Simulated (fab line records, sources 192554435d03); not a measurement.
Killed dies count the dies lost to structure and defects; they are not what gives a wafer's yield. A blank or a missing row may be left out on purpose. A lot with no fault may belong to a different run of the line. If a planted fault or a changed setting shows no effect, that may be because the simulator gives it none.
Matching of chambers ; flow n5 finfet ; N5_GATE_CUT_HM_DEP_46 on pecvd-04: 3 sister chambers
The step deposits SiO2 from TEOS/O2, target thk 130 nm, time 26.6 s. 3 wafers are shown with their chamber, then 9 later ones without.

EACH WAFER AND ITS CHAMBER
wafer;chamber;throttle valve pct (%)
L091.2;2;16.6
L091.3;1;19.2
L091.5;0;18.7

WAFERS WITH NO CHAMBER GIVEN
wafer;throttle valve pct (%)
L092.1;18.9
L092.2;19.0
L092.5;19.2
L094.2;16.8
L094.3;19.3
L094.6;19.0
L097.2;16.7
L097.3;19.3
L097.6;16.6

EACH ONE'S CHAMBER
wafer;from the rows above;in truth
L092.1;can't be placed: 0 or 1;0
L092.2;can't be placed: 1 or 0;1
L092.5;1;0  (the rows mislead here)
L094.2;2;2
L094.3;1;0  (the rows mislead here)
L094.6;can't be placed: 1 or 0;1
L097.2;2;2
L097.3;1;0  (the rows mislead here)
L097.6;2;2
3 of 9 placed correctly. From these rows, 3 cannot be placed; in 3 the true chamber is one of the candidates. Placed wrongly: 3.
How it was worked out, from the rows above alone: a wafer's distance from a chamber is the root of the sum, over the readings, of the square of ((its reading less the chamber's mean) divided by the reading's scatter). The wafer belongs to the nearest chamber; if the next one is less than 2 further off, it can't be placed. The mean given for a chamber averages the wafers shown for that chamber. The scatter: with one shown wafer a chamber, the root of the mean of the squares of how far each hidden wafer lies from its nearest shown one.
